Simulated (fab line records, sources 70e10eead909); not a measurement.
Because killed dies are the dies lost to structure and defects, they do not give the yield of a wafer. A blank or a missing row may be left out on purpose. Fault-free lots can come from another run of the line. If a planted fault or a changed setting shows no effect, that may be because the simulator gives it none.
fab line records	flow nand_harc	part 2 of 2: steps 4 to 6 of 6
[record] lots = 24	wafers = 72	last_day = 33
route steps=1302 shown A_BLC@1120 A_M0@1147 A_M1@1181
lots that met no fault: taken from a fault-free run of the same line
start_h: start of the lot's first displayed wafer, in hours after the record's first day	wait_h: hours from the lot's prior step to this one	" repeats the value in the row above	L1.1+2: a row that stands for several wafers	- either no value or no given start	* or withheld: withheld	< > ~ a bound
route shown NAME@n: names a module that has steps shown in the file, with the first one's number in the route	usual: mean/standard deviation taken from wafers without a fault	same: alike in all rows	chamber/n: place in a boat	sites: readings site by site	_std_site: their standard deviation	_edge_site: outer sites' mean less inner sites'	radius_mm: how far each site lies from the wafer's centre	mask NAME#n: copy n	behind: the tool/chamber that last shaped the wafer	hold: the reason the lot was held/the length of the hold in hours/how it ended	device: the transistor (n, p or np) that didn't switch	end of line: the tests these same wafers got at the end of their route	a step with no rows: only its recipe	killed: the dies lost at the first sort to structure and to defects; this is not the yield of the wafer	map: per-die view of a wafer (x killed, . not killed, _ where there is no die)
set.NAME: the setting as run; set.NAME@STEP: as run at that earlier step	model.NAME: the simulator's own value behind a step, which no gauge read
a sample of lots followed through the steps of the route, with each step as a table and each wafer as a row
services: when a tool's chamber went out of use (start_h, in hours from the record's first day, below 0 if earlier), for how many hours, and the reason
[[steps]]
[step NHARC_A_M0_STRIP_18]
[recipe] power_w = 1000	n2_flow_sccm = 150	h2_flow_sccm = 150	ar_flow_sccm = 0	bias_w = 0	chemistry = N2/H2
[usual] drypump_motor_current_A = 5.8/0.47	n2_flow_sccm = 150.0/0.45	oes_product_au = 0.998/0.007	rf_fwd_power_W = 998/3.1	rf_vpp_V = 91.1/0.94	showerhead_plenum_p_Torr = 2.11/0.076	throttle_valve_pct = 14.171/0.0082
lot.wafer	tool	chamber	start_h	wait_h	drypump_motor_current_A	n2_flow_sccm	oes_product_au	rf_fwd_power_W	rf_hours_counter_h	rf_vpp_V	showerhead_plenum_p_Torr	throttle_valve_pct
L074.4	rie_diel-02	2	514.01	0.1	6.0	149.2	1.005	999	5.7	91.8	2.15	14.171
L074.3	"	0	"	"	5.8	149.4	0.994	995	5.8	91.5	2.06	14.157
L074.6	"	2	"	"	6.0	149.1	0.995	998	-	91.7	2.15	14.172
L075.3	rie_diel-02	1	531.40	0.1	6.4	149.9	0.996	996	6.4	92.4	2.16	14.178
L075.4	"	2	"	"	6.0	149.9	1.001	1000	6.3	92.1	2.15	14.168
L075.5	"	3	"	"	6.1	149.5	0.999	1000	-	91.3	2.19	14.164
L076.4	rie_diel-02	3	534.20	0.1	6.1	149.4	0.990	994	5.7	91.1	2.19	14.168
L076.6	"	1	"	"	6.4	149.7	0.998	999	-	91.9	2.16	14.168
L076.5	"	2	"	"	6.0	149.1	1.004	999	-	93.1	2.15	14.160
L077.4	rie_diel-03	3	538.91	0.1	4.8	150.9	1.004	991	4.3	91.1	2.16	14.184
L077.2	"	1	"	"	5.8	149.4	0.998	993	3.4	90.3	1.92	14.162
L077.1	"	2	"	"	6.1	150.4	0.997	995	4.1	91.7	2.15	14.163
L078.4	rie_diel-11	2	554.49	0.1	5.8	149.7	0.994	1002	3.1	91.5	2.17	14.175
L078.2	"	3	"	"	5.9	149.8	1.003	995	4.3	91.0	2.01	14.157
L078.6	"	1	"	"	6.2	149.6	0.983	1001	-	90.6	2.13	14.171
L080.4	rie_diel-03	2	567.85	0.1	6.1	149.6	0.997	997	7.2	90.8	2.15	14.178
L080.1	"	0	"	"	5.5	150.2	1.005	995	6.3	91.2	2.10	14.172
L080.5	"	3	"	"	4.8	150.3	0.993	995	-	91.7	2.16	14.155
L079.1	rie_diel-03	2	572.22	0.1	6.1	150.6	1.010	995	7.5	91.4	2.15	14.173
L079.3	"	3	"	"	4.8	150.9	1.000	997	7.3	89.7	2.16	14.165
L079.5	"	3	"	"	4.8	149.6	1.007	994	-	89.0	2.16	14.172
L081.1	rie_diel-02	0	583.04	0.1	5.8	150.1	0.995	992	0.3	91.0	2.06	14.173
L081.2	"	3	"	"	6.1	149.4	1.004	998	0.3	90.4	2.19	14.174
L081.4	"	1	"	"	6.4	150.3	0.986	994	-	91.1	2.16	14.173
L082.4	rie_diel-03	2	610.18	0.1	6.1	149.0	0.994	1000	10.1	91.2	2.15	14.178
L082.1	"	0	"	"	5.5	149.4	0.990	1000	8.9	90.8	2.10	14.171
L082.6	"	3	"	"	4.8	150.1	1.001	999	-	92.1	2.16	14.170
L083.4	rie_diel-03	3	611.62	0.1	4.8	150.3	1.001	1000	9.6	90.5	2.16	14.181
L083.1	"	1	"	"	5.8	150.1	1.008	996	7.1	91.6	1.92	14.188
L083.6	"	2	"	"	6.1	150.6	0.994	997	-	90.1	2.15	14.183
L084.1	rie_diel-03	0	613.01	0.1	5.5	150.4	1.001	997	9.0	92.5	2.10	14.155
L084.5	"	0	"	"	5.5	150.2	1.003	997	-	90.7	2.10	14.161
L084.6	"	1	"	"	5.8	149.4	1.003	995	-	90.7	1.92	14.178
L086.3	rie_diel-03	3	624.53	0.1	4.8	150.1	1.009	998	10.1	93.1	2.16	14.165
L086.4	"	0	"	"	5.5	150.2	1.004	999	9.7	90.3	2.10	14.162
L086.6	"	0	"	"	5.5	150.9	0.989	995	-	90.1	2.10	14.177
L085.3	rie_diel-02	2	626.36	0.1	6.0	149.8	0.992	997	2.2	90.8	2.15	14.172
L085.1	"	0	"	"	5.8	149.6	0.988	992	2.0	90.1	2.06	14.177
L085.5	"	1	"	"	6.4	149.7	0.992	998	-	91.6	2.16	14.165
L089.3	rie_diel-02	3	647.02	0.1	6.1	150.3	1.003	994	3.6	91.6	2.19	14.185
L089.2	"	0	"	"	5.8	149.6	1.005	999	3.7	90.1	2.06	14.171
L089.5	"	2	"	"	6.0	150.4	1.008	994	-	91.9	2.14	14.176
L087.2	rie_diel-11	3	655.13	0.1	5.9	150.3	1.002	996	2.2	90.9	2.00	14.164
L087.4	"	0	"	"	5.9	149.6	1.001	998	2.1	90.0	2.12	14.175
L087.6	"	0	"	"	6.0	149.5	1.002	994	-	89.9	2.12	14.158
L088.2	rie_diel-02	2	655.31	0.1	6.0	150.3	0.992	993	3.9	91.3	2.14	14.179
L088.5	"	1	"	"	6.4	149.7	1.005	998	-	90.8	2.16	14.177
L088.6	"	2	"	"	6.0	150.2	1.014	998	-	89.7	2.14	14.166
L091.2	rie_diel-02	1	678.56	0.1	6.4	150.0	0.994	1005	5.8	92.9	2.16	14.168
L091.3	"	3	"	"	6.1	149.8	1.000	1001	4.9	91.6	2.19	14.165
L091.5	"	1	"	"	6.4	149.8	0.999	1001	-	92.2	2.16	14.191
L090.2	rie_diel-02	1	695.38	0.1	6.4	149.4	1.004	1000	6.5	91.8	2.16	14.160
L090.1	"	2	"	"	6.0	150.2	0.991	996	5.7	91.1	2.14	14.164
L090.6	"	3	"	"	6.1	150.1	0.992	994	-	93.5	2.19	14.157
L094.1	rie_diel-02	1	714.21	0.1	6.3	149.9	0.993	999	7.2	90.2	2.16	14.176
L094.3	"	2	"	"	6.0	149.7	0.994	1004	6.4	91.7	2.14	14.180
L094.4	"	1	"	"	6.4	150.6	0.994	1000	-	91.1	2.16	14.180
L092.4	rie_diel-03	2	716.16	0.1	6.1	149.5	0.998	998	3.1	92.2	2.15	14.164
L092.5	"	2	"	"	6.1	149.5	0.999	996	-	92.1	2.15	14.170
L092.6	"	3	"	"	4.8	149.7	1.013	998	-	90.3	2.16	14.166
L093.4	rie_diel-03	1	717.26	0.1	5.7	149.9	1.014	1003	2.5	91.5	1.92	14.187
L093.5	"	0	"	"	5.5	150.3	0.996	1003	-	89.3	2.10	14.165
L093.6	"	1	"	"	5.7	150.0	0.999	1002	-	89.1	1.92	14.178
L096.2	rie_diel-11	2	724.83	0.1	5.7	149.7	0.991	993	5.5	92.7	2.16	14.160
L096.6	"	3	"	"	5.9	149.3	1.001	998	-	92.0	2.00	14.155
L096.5	"	0	"	"	6.0	150.6	1.003	1004	-	90.9	2.12	14.187
L095.2	rie_diel-03	3	730.55	0.1	4.8	149.6	1.002	994	3.5	91.7	2.16	14.165
L095.1	"	2	"	"	6.1	150.6	1.002	997	3.5	90.6	2.15	14.169
L095.6	"	0	"	"	5.5	150.5	0.986	1001	-	91.6	2.10	14.169
L097.1	rie_diel-03	1	744.42	0.1	5.8	149.9	0.990	1002	4.3	90.3	1.92	14.168
L097.2	"	3	"	"	4.8	150.4	0.990	991	4.7	90.9	2.16	14.173
L097.5	"	1	"	"	5.8	149.8	1.000	999	-	88.6	1.92	14.151
[step NHARC_A_M0_CMP_23]
[recipe] t_overpolish_s = 20	target_thk_nm = 113.75
[usual] motor_current_A = 12.3/0.74	time_to_endpoint_s = 28.9/2.3
lot.wafer	tool	chamber	start_h	wait_h	motor_current_A	time_to_endpoint_s
L074.4	cmp-03	0	515.92	-	13.0	26.4
L074.3	"	2	"	"	11.7	27.3
L074.6	"	1	"	"	13.4	27.4
L075.3	cmp-01	0	532.99	-	13.3	31.1
L075.4	"	1	"	"	12.6	30.0
L075.5	"	3	"	"	10.4	32.5
L076.4	cmp-01	0	535.78	-	12.8	27.8
L076.5	"	0	"	"	12.3	27.8
L076.6	"	1	"	"	13.3	30.5
L077.2	cmp-02	1	540.54	-	11.8	30.0
L077.4	"	2	"	"	11.2	27.2
L077.1	"	3	"	"	12.5	28.4
L078.4	cmp-01	1	556.43	-	13.1	31.2
L078.2	"	2	"	"	12.5	30.4
L078.6	"	2	"	"	12.9	30.9
L080.1	cmp-01	2	569.69	-	13.1	28.4
L080.4	"	0	"	"	12.8	29.7
L080.5	"	3	"	"	10.7	29.9
L079.3	cmp-03	1	573.93	-	13.0	30.8
L079.1	"	2	"	"	12.6	30.9
L079.5	"	3	"	"	11.3	30.6
L081.2	cmp-02	1	585.05	-	11.9	24.9
L081.1	"	2	"	"	11.8	24.5
L081.4	"	3	"	"	12.4	27.0
L082.4	cmp-02	2	611.85	-	12.3	23.9
L082.1	"	0	"	"	13.1	24.1
L082.6	"	2	"	"	12.2	25.2
L083.1	cmp-03	0	613.28	-	13.2	27.7
L083.4	"	1	"	"	12.9	29.8
L083.6	"	3	"	"	11.1	30.0
L084.1	cmp-02	1	614.64	-	12.0	28.4
L084.6	"	1	"	"	12.0	28.5
L084.5	"	2	"	"	11.8	27.9
L086.4	cmp-03	3	626.22	-	11.8	28.4
L086.3	"	0	"	"	12.5	26.3
L086.6	"	1	"	"	13.2	28.4
L085.1	cmp-02	1	627.98	-	11.8	28.4
L085.3	"	3	"	"	12.9	29.3
L085.5	"	1	"	"	12.2	29.3
L089.3	cmp-02	2	648.63	-	11.7	26.8
L089.2	"	3	"	"	12.4	32.1
L089.5	"	2	"	"	11.9	27.9
L087.4	cmp-02	3	656.76	-	12.8	31.7
L087.2	"	2	"	"	12.1	29.9
L087.6	"	3	"	"	13.3	31.1
L088.2	cmp-01	2	656.92	-	12.6	26.7
L088.6	"	2	"	"	13.1	27.3
L088.5	"	3	"	"	10.9	25.7
L091.3	cmp-03	2	680.26	-	12.5	29.4
L091.2	"	3	"	"	11.4	28.3
L091.5	"	0	"	"	13.3	26.0
L090.1	cmp-03	0	697.01	-	12.8	31.9
L090.2	"	3	"	"	11.6	31.5
L090.6	"	0	"	"	12.1	31.0
L094.4	cmp-03	0	715.88	-	12.5	29.7
L094.3	"	1	"	"	13.7	28.2
L094.1	"	2	"	"	12.3	31.3
L092.4	cmp-03	3	717.83	-	11.7	31.0
L092.6	"	2	"	"	11.7	31.1
L092.5	"	3	"	"	12.0	29.7
L093.4	cmp-01	1	718.93	-	13.3	23.1
L093.5	"	1	"	"	12.3	24.9
L093.6	"	2	"	"	12.6	25.7
L096.2	cmp-02	2	726.40	-	11.8	26.9
L096.5	"	1	"	"	12.0	27.8
L096.6	"	2	"	"	11.2	26.4
L095.2	cmp-01	1	732.23	-	12.0	26.6
L095.1	"	2	"	"	12.4	30.2
L095.6	"	3	"	"	10.5	29.3
L097.1	cmp-01	2	746.26	-	13.1	31.2
L097.2	"	0	"	"	13.2	31.7
L097.5	"	2	"	"	12.6	34.1
[step NHARC_A_M1_INSPECT_11]
[usual] raw_defect_count = 97/38
lot.wafer	tool	chamber	start_h	wait_h	raw_defect_count
L074.3	defect_inspect-02	-	517.91	0.0	152
L074.4	"	-	"	"	153
L074.6	"	-	"	"	146
L075.3	defect_inspect-02	-	534.92	0.0	123
L075.4	"	-	"	"	108
L075.5	"	-	"	"	109
L076.4	defect_inspect-01	-	537.75	0.0	72
L076.5	"	-	"	"	73
L076.6	"	-	"	"	72
L077.1	defect_inspect-01	-	542.56	0.0	149
L077.2	"	-	"	"	163
L077.4	"	-	"	"	175
L078.2	defect_inspect-02	-	558.29	0.0	104
L078.4	"	-	"	"	116
L078.6	"	-	"	"	111
L080.1	defect_inspect-01	-	571.69	0.0	72
L080.4	"	-	"	"	72
L080.5	"	-	"	"	62
L079.1	defect_inspect-02	-	576.16	0.0	98
L079.3	"	-	"	"	81
L079.5	"	-	"	"	75
L081.1	defect_inspect-02	-	586.91	0.0	149
L081.2	"	-	"	"	144
L081.4	"	-	"	"	161
L082.1	defect_inspect-02	-	613.82	0.0	138
L082.4	"	-	"	"	126
L082.6	"	-	"	"	146
L083.1	defect_inspect-01	-	615.26	0.0	72
L083.4	"	-	"	"	66
L083.6	"	-	"	"	62
L084.1	defect_inspect-02	-	616.50	0.0	66
L084.5	"	-	"	"	107
L084.6	"	-	"	"	91
L086.3	defect_inspect-01	-	628.03	0.0	102
L086.4	"	-	"	"	99
L086.6	"	-	"	"	73
L085.1	defect_inspect-01	-	629.95	0.0	71
L085.3	"	-	"	"	72
L085.5	"	-	"	"	88
L089.2	defect_inspect-01	-	650.59	0.0	40
L089.3	"	-	"	"	45
L089.5	"	-	"	"	47
L087.2	defect_inspect-02	-	658.76	0.0	66
L087.4	"	-	"	"	85
L087.6	"	-	"	"	73
L088.2	defect_inspect-01	-	658.92	0.0	71
L088.5	"	-	"	"	57
L088.6	"	-	"	"	73
L091.2	defect_inspect-01	-	682.08	0.0	118
L091.3	"	-	"	"	132
L091.5	"	-	"	"	116
L090.1	defect_inspect-02	-	699.00	0.0	154
L090.2	"	-	"	"	142
L090.6	"	-	"	"	140
L094.1	defect_inspect-02	-	717.87	0.0	123
L094.3	"	-	"	"	138
L094.4	"	-	"	"	135
L092.4	defect_inspect-01	-	719.66	0.0	76
L092.5	"	-	"	"	67
L092.6	"	-	"	"	43
L093.4	defect_inspect-02	-	720.91	0.0	72
L093.5	"	-	"	"	69
L093.6	"	-	"	"	68
L096.2	defect_inspect-02	-	728.24	0.0	131
L096.5	"	-	"	"	115
L096.6	"	-	"	"	130
L095.1	defect_inspect-02	-	734.17	0.0	18
L095.2	"	-	"	"	17
L095.6	"	-	"	"	18
L097.1	defect_inspect-01	-	748.23	0.0	74
L097.2	"	-	"	"	77
L097.5	"	-	"	"	75
[[services]]
tool	chamber	start_h	hours	kind
cmp-02	-	504.40	1.8	repair
rie_diel-12	-	517.53	2.0	repair
rie_diel-13	-	519.00	9.0	pm
cmp-01	-	523.25	0.9	repair
cmp-02	-	526.38	6.8	repair
cmp-03	-	531.46	6.7	repair
rie_diel-02	2	539.87	1.9	repair
rie_diel-03	1	548.77	13.4	repair
cmp-03	-	555.10	4.0	pm
cmp-03	-	567.50	0.9	repair
rie_diel-02	-	570.70	9.0	pm
rie_diel-03	3	575.20	4.8	repair
cmp-01	-	577.76	4.0	pm
rie_diel-12	-	577.77	1.1	repair
cmp-02	-	582.61	0.8	repair
cmp-01	-	600.61	1.0	repair
cmp-03	-	603.41	2.5	repair
cmp-02	-	618.53	1.0	repair
rie_diel-12	-	620.31	1.0	repair
rie_diel-12	-	622.43	9.0	pm
rie_diel-03	-	635.30	9.0	pm
rie_diel-12	-	659.94	0.3	repair
rie_diel-02	0	687.02	27.9	repair
rie_diel-13	-	696.00	9.0	pm
